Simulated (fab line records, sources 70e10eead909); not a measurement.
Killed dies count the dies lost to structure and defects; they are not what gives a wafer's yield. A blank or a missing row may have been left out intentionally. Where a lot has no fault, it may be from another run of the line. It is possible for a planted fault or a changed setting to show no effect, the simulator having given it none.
Matching of chambers ; flow nandHarc ; NHARC_P_CONTACT_CMP_01 on cmp-03 has 4 sister chambers
The step polishes SiO2, target thk 200 nm. 4 wafers are shown with their chamber, then 7 later ones without.

EACH WAFER AND ITS CHAMBER
wafer;chamber;motorCurrentA (A)
L907.5;0;13.0
L912.6;1;14.1
L917.2;3;10.6
L917.3;2;10.5

WAFERS WHOSE CHAMBER IS MISSING
wafer;motorCurrentA (A)
L917.5;13.6
L919.2;13.6
L919.4;11.1
L919.5;9.7
L922.3;12.8
L922.5;13.0
L922.6;13.7

WHICH CHAMBER EACH ONE RAN IN
wafer;from the rows above;in truth
L917.5;can't be placed: 1 or 0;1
L919.2;can't be placed: 1 or 0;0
L919.4;can't be placed: 3 or 2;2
L919.5;can't be placed: 2 or 3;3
L922.3;0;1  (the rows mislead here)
L922.5;0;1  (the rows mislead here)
L922.6;can't be placed: 1 or 0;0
Correct placement for 0 of the 7. Not placeable from these rows: 5 (in 5, the candidates include the true chamber). 2 placed wrongly.
How it was worked out, from the rows above alone: a wafer's distance from a chamber is the root of the sum, over the readings, of the square of ((its reading less the chamber's mean) divided by the reading's scatter). The wafer belongs to the nearest chamber; if the next one is less than 2 further off, it can't be placed. Each chamber's mean is taken over the wafers shown for it. The scatter (one wafer shown for each chamber): square how far every hidden wafer sits from the nearest shown wafer, average those squares and take the square root.
